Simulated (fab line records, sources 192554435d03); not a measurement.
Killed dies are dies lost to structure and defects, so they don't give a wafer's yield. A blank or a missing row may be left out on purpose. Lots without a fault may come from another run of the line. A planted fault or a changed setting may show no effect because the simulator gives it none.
fab line records | flow n5_finfet
record lots=7 wafers=19 last_day=19
route steps=1938 shown BEOL_M5@1164 PASSIVATION@1936
lots that met no fault: from a run of the same line without faults
start_h: hours from the record's first day to the start of the lot's first wafer shown | wait_h: hours since the lot's step before | " the same as in the row above | L1.1+2: a row that stands for several wafers | - no value, or no start given | * or withheld: withheld | < > ~ a bound
route shown NAME@n: a module of which the file shows steps, and the number in the route of the first | usual: mean/standard deviation of fault-free wafers | same: alike in all rows | chamber/n: place in a boat | sites: the reading at each site | _std_site: their standard deviation | _edge_site: outer sites' mean less inner sites' | radius_mm: how far each site lies from the wafer's centre | mask NAME#n: copy n | behind: the tool/chamber that last shaped the wafer | hold: why the lot was held/for how many hours/how that ended | device: the transistor (n, p or np) that didn't switch | end of line: the same wafers' tests at the end of the route | a step without rows: its recipe alone | killed: dies lost to structure and defects at the first sort, not the wafer's yield | map: a wafer's dies, x killed, . not, _ none there
set.NAME: the setting as run; set.NAME@STEP: as run at that earlier step | model.NAME: the simulator's own value behind a step, which no gauge read
lots at some steps of the route; a table a step, a row a wafer
services: from which hour (start_h, from the record's first day; less than 0 if before it) a tool's chamber was out of use, for how many hours, and why
## steps
# step N5_BEOL_M5_HM_STRIP_39
# recipe chemistry=peroxide_tin_strip material=TiN target_depth_a=250 temp_c=50 time_s=158
# step N5_BEOL_M5_SRD_40
# recipe time_s=30 temp_c=23 rinse_liquid=diw dry=ipa_marangoni
# step N5_BEOL_M5_PRECLEAN_42
# recipe chemistry=residue_remover time_s=60 temp_c=40
# step N5_BEOL_M5_SRD_43
# recipe time_s=30 temp_c=23 rinse_liquid=diw dry=ipa_marangoni
# step N5_BEOL_M5_CD_MEAS_35
# recipe target_cd_nm=28 target_cd_y_nm=24 polarity=opening
# usual cd_nm=28.1/0.35
# columns lot.wafer tool chamber start_h wait_h cd_nm
L884.1 cd_sem-02 - 276.96 0.0 28.4
L884.2 " - " " 27.9
L884.6 " - " " 28.3
L892.2 cd_sem-01 - 315.94 0.0 28.1
L892.4 " - " " 27.6
L892.5 " - " " 28.4
L895.1 cd_sem-03 - 322.10 0.0 28.1
L895.4 " - " " 28.1
L895.5 " - " " 28.0
L894.2 cd_sem-02 - 328.81 0.0 27.9
L894.4 " - " " 28.2
L894.6 " - " " 28.9
L896.1 cd_sem-03 - 332.58 0.0 28.2
L896.2 " - " " 27.8
L896.4 " - " " 28.7
L901.2 cd_sem-01 - 353.39 0.0 28.3
L901.3 " - " " 27.4
L900.3 cd_sem-01 - 367.26 0.0 28.4
L900.4 " - " " 28.3
# step N5_BEOL_M5_CURE_80
# recipe temp_c=370 time_s=120 ambient=DMADMS/He material=SiCOH_lowk
# usual lamp_power_pct=52.32/0.054 wafer_temp_C_max=371.6/0.57
# columns lot.wafer tool chamber start_h wait_h lamp_power_pct wafer_temp_C_max
L884.1 uv_cure-01 1 277.00 0.0 52.36 373.1
L884.2 " 1 " " 52.28 373.5
L884.6 " 1 " " 52.36 373.4
L892.2 uv_cure-01 2 316.09 0.1 52.32 371.4
L892.4 " 2 " " 52.30 370.8
L892.5 " 2 " " 52.29 371.4
L895.1 uv_cure-03 2 322.15 0.0 52.29 371.0
L895.4 " 2 " " 52.29 371.3
L895.5 " 2 " " 52.30 371.2
L894.2 uv_cure-02 0 328.90 0.1 52.31 372.4
L894.4 " 0 " " 52.31 371.3
L894.6 " 0 " " 52.30 371.4
L896.1 uv_cure-02 2 332.62 0.0 52.34 371.9
L896.2 " 2 " " 52.30 371.6
L896.4 " 2 " " 52.32 371.3
L901.2 uv_cure-02 1 353.48 0.1 52.30 371.4
L901.3 " 1 " " 52.40 371.6
L900.3 uv_cure-02 0 367.40 0.1 52.37 371.3
L900.4 " 0 " " 52.43 371.1
# step N5_BEOL_M5_DEGAS_44
# recipe ambient=vacuum temp_c=250 time_s=60
# usual heater_power_w=330/42
# columns lot.wafer tool chamber start_h wait_h heater_power_w
L884.1 pvd_sputter-01 - 277.41 0.4 317
L884.2 " - " " 273
L884.6 " - " " 267
L892.2 pvd_sputter-02 - 316.61 0.4 410
L892.4 " - " " 309
L892.5 " - " " 312
L895.1 pvd_sputter-01 - 323.01 0.8 294
L895.4 " - " " 303
L895.5 " - " " 308
L894.2 pvd_sputter-03 - 330.01 1.1 395
L894.4 " - " " 349
L894.6 " - " " 306
L896.1 pvd_sputter-03 - 333.35 0.7 349
L896.2 " - " " 312
L896.4 " - " " 401
L901.2 pvd_sputter-03 - 353.92 0.4 345
L901.3 " - " " 305
L900.3 pvd_sputter-03 - 367.87 0.4 353
L900.4 " - " " 305
# step N5_BEOL_M5_PRE_CLEAN_45
# recipe gas=H2/He time_s=30 temp_c=250
# step N5_BEOL_M5_ALD_86
# recipe material=TaN target_thk_a=* temp_c=275 ald_precursor_family=PDMAT ald_co_reactant=NH3 pressure_torr=3 carrier_flow_sccm=1500 pulse_time_s=2 purge_time_s=3 co_reactant_purge_time_s=2 co_reactant_pulse_time_s=3 ald_cycles=30 precursor_vessel_temp_c=75 precursor_vessel_pressure_torr=26.25 precursor_vessel_carrier_sccm=1000
# usual chamber_pressure_Torr=3.000/0.0067 heater_power_w=434/43 precursor_vessel_carrier_sccm=999.6/2.7
# columns lot.wafer tool chamber start_h wait_h chamber_pressure_Torr heater_power_w precursor_vessel_carrier_sccm since_wet_clean_h
L884.1 ald_metal-04 0 277.57 0.1 2.997 510 997.8 3017
L884.2 " 3 " " 3.006 450 1005.0 3017
L884.6 " 2 " " 3.003 468 1003.4 -
L892.2 ald_metal-02 0 316.71 0.0 2.994 352 1003.6 6134
L892.4 " 1 " " 3.001 450 999.5 6134
L892.5 " 2 " " 3.010 402 999.8 -
L895.1 ald_metal-04 2 323.11 0.0 2.997 455 1003.8 3063
L895.4 " 0 " " 3.015 504 1003.1 3063
L895.5 " 2 " " 3.012 459 1001.6 -
L894.2 ald_metal-04 2 330.11 0.0 3.009 466 999.8 3070
L894.4 " 1 " " 3.005 415 1001.7 3070
L894.6 " 1 " " 2.996 428 997.8 -
L896.1 ald_metal-03 1 333.47 0.1 3.000 374 1005.1 4612
L896.2 " 2 " " 3.005 384 993.6 4612
L896.4 " 3 " " 2.997 460 1002.1 4612
L901.2 ald_metal-02 1 354.02 0.0 3.008 446 1003.0 3
L901.3 " 2 " " 2.999 381 1004.7 3
L900.3 ald_metal-04 2 368.20 0.3 2.990 452 998.3 3108
L900.4 " 1 " " 3.000 415 995.6 -
# step N5_BEOL_M5_SURFACE_TREAT_87
# recipe gas=Ar time_s=* ion_energy_ev=* ion_current_ma_cm2=0.5 pressure_mtorr=* ar_flow_sccm=30
# step N5_BEOL_M5_CVD_47
# recipe material=Co target_thk_a=30 temp_c=withheld precursor=CCTBA/H2 pressure_torr=30 time_s=216
# step N5_BEOL_M5_SPUTTER_48
# recipe material=Cu target_thk_a=150 temp_c=-20 chamber_pressure_pa=0.07 power_w=withheld time_s=27.62
# usual chamber_pressure_pa=0.07001/0.00014 throttle_valve_pct=30.3/1.2
# columns lot.wafer tool chamber start_h wait_h chamber_pressure_pa throttle_valve_pct
L884.1 pvd_sputter-01 - 278.09 0.1 0.07031 31.8
L884.2 " - " " 0.07019 30.1
L884.6 " - " " 0.06997 28.8
L892.2 pvd_sputter-01 - 318.55 0.1 0.06977 31.5
L892.4 " - " " 0.0702 29.8
L892.5 " - " " 0.07031 30.1
L895.1 pvd_sputter-02 - 323.69 0.1 0.06985 30.8
L895.4 " - " " 0.07002 30.4
L895.5 " - " " 0.07015 30.2
L894.2 pvd_sputter-01 - 330.72 0.2 0.07014 31.7
L894.4 " - " " 0.06987 28.7
L894.6 " - " " 0.07001 31.6
L896.1 pvd_sputter-02 - 334.27 0.2 0.07003 30.5
L896.2 " - " " 0.06998 30.5
L896.4 " - " " 0.06992 28.8
L901.2 pvd_sputter-03 - 354.72 0.2 0.07014 28.4
L901.3 " - " " 0.06977 30.0
L900.3 pvd_sputter-01 - 368.95 0.2 0.06998 28.7
L900.4 " - " " 0.07002 31.9
# step N5_BEOL_M5_ANNEAL_49
# recipe temp_c=400 time_s=1800 ambient=vacuum
# usual heater_power_w=819/110 susceptor_temp_C=400.03/0.22
# columns lot.wafer tool chamber start_h wait_h heater_power_w susceptor_temp_C
L884.1 pvd_sputter-01 - 278.17 0.0 1004 399.92
L884.2 " - " " 708 400.01
L884.6 " - " " 769 399.79
L892.2 pvd_sputter-01 - 318.63 0.0 - -
L892.4 " - " " - -
L892.5 " - " " - -
L895.1 pvd_sputter-02 - 323.77 0.0 - -
L895.4 " - " " - -
L895.5 " - " " - -
L894.2 pvd_sputter-01 - 330.80 0.0 - -
L894.4 " - " " - -
L894.6 " - " " - -
L896.1 pvd_sputter-02 - 334.35 0.0 769 400.17
L896.2 " - " " 787 399.80
L896.4 " - " " 671 399.82
L901.2 pvd_sputter-03 - 354.80 0.0 764 400.32
L901.3 " - " " 981 400.18
L900.3 pvd_sputter-01 - 369.03 0.0 793 400.06
L900.4 " - " " 999 400.37
# step N5_BEOL_M5_SPUTTER_81
# recipe material=Cu target_thk_a=150 temp_c=-20 chamber_pressure_pa=0.07 power_w=withheld time_s=27.62
# usual chamber_pressure_pa=0.07/0.00014 throttle_valve_pct=30.3/1.2
# columns lot.wafer tool chamber start_h wait_h chamber_pressure_pa throttle_valve_pct
L884.1 pvd_sputter-01 - 279.18 0.5 0.07019 31.8
L884.2 " - " " 0.07007 30.0
L884.6 " - " " 0.06991 28.8
L892.2 pvd_sputter-01 - 319.63 0.5 0.07015 31.6
L892.4 " - " " 0.07006 30.1
L892.5 " - " " 0.07011 29.9
L895.1 pvd_sputter-02 - 324.77 0.5 0.07003 30.6
L895.4 " - " " 0.06985 30.5
L895.5 " - " " 0.06982 30.6
L894.2 pvd_sputter-01 - 331.81 0.5 0.06995 31.4
L894.4 " - " " 0.06996 28.6
L894.6 " - " " 0.07006 31.5
L896.1 pvd_sputter-02 - 335.36 0.5 0.07025 30.3
L896.2 " - " " 0.06983 30.6
L896.4 " - " " 0.0702 28.9
L901.2 pvd_sputter-03 - 355.81 0.5 0.06986 28.2
L901.3 " - " " 0.06988 30.1
L900.3 pvd_sputter-01 - 370.04 0.5 0.06987 28.5
L900.4 " - " " 0.06991 31.8
# step N5_PASSIVATION_PROBE_49
# usual defect_limited_yield=91.1/1.4 killed_at_M0_to_M3=34/9.6 killed_at_M4_up=15/5.3 killed_at_contacts=12/6.1 killed_at_front_end=40/11 killed_at_other=3.5/2.8 killed_dies=105/17 killed_open=70/12 killed_short=34/7.7 sort_bin_4_leakage=0.01/0.07 sort_bin_5_function=5.2/0.97 sort_bin_6_memory=3.4/0.62 sort_n_pass=1075/17 sort_yield_pct=91.1/1.4
# same gross_dies=1180 killed_at_back_side=0 sort_bin_8_speed[%]=0
# columns lot.wafer tool chamber start_h wait_h defect_limited_yield[%] killed_at_M0_to_M3 killed_at_M4_up killed_at_contacts killed_at_front_end killed_at_other killed_dies killed_open killed_short sort_bin_4_leakage[%] sort_bin_5_function[%] sort_bin_6_memory[%] sort_n_pass sort_yield_pct[%]
L892.2 prober-02 - 413.10 0.1 91.4 36 9 15 40 2 102 67 35 0 5.1 3.2 1078 91.4
L892.4 prober-02 - 413.20 0.2 90.1 52 9 8 45 3 117 67 49 0.51 5.8 3.6 1057 89.6
L892.5 prober-02 - 413.25 0.2 92.1 25 8 11 48 1 93 59 34 0 4.5 3.2 1087 92.1
L895.1 prober-01 - 420.52 0.0 93.6 22 9 13 26 6 76 46 30 0 4.1 2.1 1104 93.6
L895.4 prober-01 - 420.67 0.2 90.7 40 16 7 44 3 110 67 33 0 5.3 3.0 1070 90.7
L895.5 prober-01 - 420.72 0.2 90.8 23 21 7 56 2 109 73 26 0 5.2 3.0 1071 90.8
L900.3 prober-01 - 457.03 0.1 92.1 30 21 10 26 6 93 53 40 0 4.5 2.9 1087 92.1
L900.4 prober-01 - 457.08 0.2 91.8 28 15 16 34 4 97 73 24 0 4.9 3.2 1083 91.8
# killed by level:class
L892.2 MOL_CONTACT_COAG:geometric_particle:open=10 FIN_SAQP:geometric_particle:open=9 FIN_SAQP:geometric_particle:short=9 BEOL_M2:geometric_particle:open=8 BEOL_M0_SAQP:geometric_particle:open=8 GATE_CUT:geometric_particle:open=6 MOL_CONTACT_COAG:geometric_particle:short=5 BEOL_M0_SAQP:geometric_particle:short=5
L892.4 BEOL_M0_SAQP:geometric_particle:short=15 FIN_SAQP:geometric_particle:short=14 BEOL_M0_SAQP:geometric_particle:open=13 FIN_SAQP:geometric_particle:open=11 BEOL_M1:geometric_particle:open=11 MOL_CONTACT_COAG:geometric_particle:open=7 BEOL_M3:geometric_particle:open=5 STI_FIN_REVEAL:geometric_particle:open=4
L892.5 FIN_SAQP:geometric_particle:open=10 FIN_SAQP:geometric_particle:short=9 MOL_CONTACT_COAG:geometric_particle:open=8 GATE_CUT:geometric_particle:short=6 BEOL_M2:geometric_particle:open=6 ILD0:geometric_particle:short=5 GATE_CUT:geometric_particle:open=5 BEOL_M0_SAQP:geometric_particle:open=5
L895.1 MOL_CONTACT_COAG:geometric_particle:open=11 FIN_SAQP:geometric_particle:open=10 FIN_SAQP:geometric_particle:short=8 BEOL_M0_SAQP:geometric_particle:short=6 BEOL_M3:geometric_particle:open=5 BEOL_M2:geometric_particle:open=4 BEOL_M2:geometric_particle:short=3 MIM_BOT:geometric_particle:open=3
L895.4 FIN_SAQP:geometric_particle:open=11 HKMG_FIN:area_etch=10 FIN_SAQP:geometric_particle:short=9 BEOL_M1:geometric_particle:open=9 BEOL_M0_SAQP:geometric_particle:open=9 MOL_CONTACT_COAG:geometric_particle:open=6 BEOL_M4:geometric_particle:open=6 BEOL_M0_SAQP:geometric_particle:short=6
L895.5 BEOL_M4:geometric_particle:open=12 HKMG_FIN:area_etch=10 BEOL_M3:geometric_particle:open=9 FIN_SAQP:geometric_particle:open=8 GATE_CUT:geometric_particle:short=8 BEOL_M1:geometric_particle:open=7 DUMMY_GATE:geometric_particle:open=6 MOL_CONTACT_COAG:geometric_particle:open=6
L900.3 FIN_SAQP:geometric_particle:short=9 BEOL_M0_SAQP:geometric_particle:open=9 MOL_CONTACT_COAG:geometric_particle:open=8 BEOL_M2:geometric_particle:open=7 BEOL_M4:geometric_particle:open=7 BEOL_M4:geometric_particle:short=6 BEOL_M0_SAQP:geometric_particle:short=5 BEOL_M2:geometric_particle:short=3
L900.4 MOL_CONTACT_COAG:geometric_particle:open=13 STI_FIN_REVEAL:geometric_particle:open=8 DUMMY_GATE:geometric_particle:open=8 BEOL_M2:geometric_particle:open=8 BEOL_M0_SAQP:geometric_particle:short=7 BEOL_M3:geometric_particle:open=6 BEOL_M6:geometric_particle:open=6 STARTING-WAFER:geometric_particle:open=4
## services
# columns tool chamber start_h hours kind
pvd_sputter-02 - 256.23 2.3 repair
ald_metal-03 2 264.01 4.8 repair
uv_cure-02 - 287.07 1.0 pm
ald_metal-03 2 310.32 1.9 repair
ald_metal-04 - 336.50 4.3 pm
ald_metal-02 - 337.25 14.0 pm
ald_metal-02 0 337.25 14.0 vent_cycle
ald_metal-02 1 337.25 14.0 vent_cycle
ald_metal-02 2 337.25 14.0 vent_cycle
ald_metal-02 3 337.25 14.0 vent_cycle
uv_cure-03 - 343.02 0.3 repair
ald_metal-04 0 344.43 36.9 repair
ald_metal-02 0 351.25 - clean
ald_metal-02 1 351.25 - clean
ald_metal-02 2 351.25 - clean
ald_metal-02 3 351.25 - clean
ald_metal-03 - 354.52 0.8 repair
ald_metal-04 1 362.12 - calibration
## key
first_sign step=N5_BEOL_M5_ANNEAL_49 reading=tool_record direction=missing
effect none on later readings
met_at N5_BEOL_M5_ANNEAL_49
struck_wafers L892.2,L892.4,L892.5,L894.2,L894.4,L894.6,L895.1,L895.4,L895.5
baseline_loss step=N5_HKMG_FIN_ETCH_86 wafers=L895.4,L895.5
onset_between 278.17 318.63
fault kind=skipped_step_whole tool=pvd_sputter-01,pvd_sputter-02 chamber=- onset_h=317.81 steps=N5_BEOL_M5_ANNEAL_49 scope=struck_lots_only
# baseline_loss: these wafers lose ten dies or more at that step, a loss of the line's own and not of a fault; the sort's usual values leave them out
